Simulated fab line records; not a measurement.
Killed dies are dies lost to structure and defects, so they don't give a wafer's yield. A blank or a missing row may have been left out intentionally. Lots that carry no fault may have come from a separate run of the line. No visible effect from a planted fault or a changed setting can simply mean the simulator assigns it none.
What tool caused it?	flow n5 finfet	11 lots (32 wafers sampled), 1 step of a 1938-step route

## WHAT THE GAUGES READ, wafer by wafer
N5_BEOL_M12_INSPECT_30: inspects for defects (macro).
lot	measured	on	raw defect count
L932	day 10 13:23	defect inspect-01	3 3 5
L933	day 10 15:33	defect inspect-01	1 2 2
L935	day 11 06:52	defect inspect-02	0 3 2
L939	day 11 22:19	defect inspect-02	1 2 0
L943	day 13 07:15	defect inspect-02	3 0 3
L941	day 13 08:07	defect inspect-02	4 2 1
L945	day 14 00:05	defect inspect-01	4 1
L946	day 14 08:27	defect inspect-01	1 2 2
L948	day 14 08:35	defect inspect-01	2 3 1
L947	day 14 10:16	defect inspect-01	2 3 1
L952	day 16 04:38	defect inspect-02	4 4 3

## TOOL THAT RAN EACH LOT (tool first, then ch and the chambers of the sampled wafers, then the start)
The record shows no process step preceding these readings.

## WHAT THE TOOLS THEMSELVES READ (means of the sampled wafers that have a number; where no wafer has one, the mark that the record gives instead)
The record holds no such reading with a usual standard deviation.

## THE ANSWER, worked out from the rows above alone
Rule: what is usual is taken from the lots themselves. Put in order of their means at a reading, lots are off if they are a third of the lots or fewer, leave a main group of 4 or more, and stand apart from it by a gap of 3 or more times the standard deviation of the main group's means; of several such gaps the widest counts. A main group whose means are all the same, to the digits that the tables above print for the reading, isn't used. A lot without any number at a reading at which 4 lots or more have one is off too. The other lots that the step has rows for count as sound. First the gauges in route order, then the tools' own readings, where a lot's mean is used as printed above. At the first step where some lot is off, the reading lying furthest off is the one used; lots without a number count as furthest.
No lot is off on any of the readings shown, so nothing can be concluded from this.

## WHAT THE SIMULATOR HAD PUT IN
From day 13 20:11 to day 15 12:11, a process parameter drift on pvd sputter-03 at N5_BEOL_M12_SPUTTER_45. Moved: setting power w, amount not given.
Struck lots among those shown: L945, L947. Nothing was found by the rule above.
